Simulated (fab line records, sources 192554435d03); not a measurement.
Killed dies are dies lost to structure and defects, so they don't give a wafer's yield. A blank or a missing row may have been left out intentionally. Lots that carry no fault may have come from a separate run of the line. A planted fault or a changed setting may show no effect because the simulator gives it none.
Which tool is to blame? / flow n5Finfet / at 1 step of a route of 1938, 12 lots with 36 wafers sampled

## WHAT THE GAUGES SHOWED, per wafer
N5_WELL_APT_OVL_MEAS_09.
lot=L075; measured=day 1 19:52; on=overlay-01; NWELL_OVL (nm)=-5 -10 -12
lot=L077; measured=day 2 07:47; on=overlay-01; NWELL_OVL (nm)=-1 -5 3
lot=L079; measured=day 2 19:35; on=overlay-02; NWELL_OVL (nm)=-5 -3 -5
lot=L081; measured=day 3 07:35; on=overlay-01; NWELL_OVL (nm)=-2 -7 -6
lot=L083; measured=day 3 20:23; on=overlay-01; NWELL_OVL (nm)=1 7 0
lot=L085; measured=day 4 07:48; on=overlay-01; NWELL_OVL (nm)=-4 3 4
lot=L087; measured=day 4 19:51; on=overlay-02; NWELL_OVL (nm)=-2 1 -2
lot=L089; measured=day 5 07:50; on=overlay-01; NWELL_OVL (nm)=-5 8 0
lot=L091; measured=day 5 19:40; on=overlay-02; NWELL_OVL (nm)=-2 -1 1
lot=L093; measured=day 6 07:44; on=overlay-02; NWELL_OVL (nm)=2 5 -7
lot=L095; measured=day 6 19:44; on=overlay-01; NWELL_OVL (nm)=-4 -8 -7
lot=L097; measured=day 7 08:33; on=overlay-01; NWELL_OVL (nm)=-1 1 -5

## TOOL THAT RAN EACH LOT (tool first, then ch and the chambers of the sampled wafers, then the start)
Record: no process step prior to these readings.

## THE ANSWER, worked out from the rows above alone
Rule: usual is defined by the lots themselves. The widest of any qualifying gaps counts: lots, ordered by their means at a reading, are off when they make up no more than a third of the lots, leave a main group of 4 or more, and stand apart from it by 3 or more times the standard deviation of that group's means. The tables above print the reading to a certain number of digits; a main group whose means all agree to those digits is not used. A lot without any number at a reading at which 4 lots or more have one is off too. All remaining lots with rows at the step are treated as sound.
No lot is off on any of the readings shown, so nothing can be concluded from this.

## WHAT HAD BEEN PUT IN BY THE SIMULATOR
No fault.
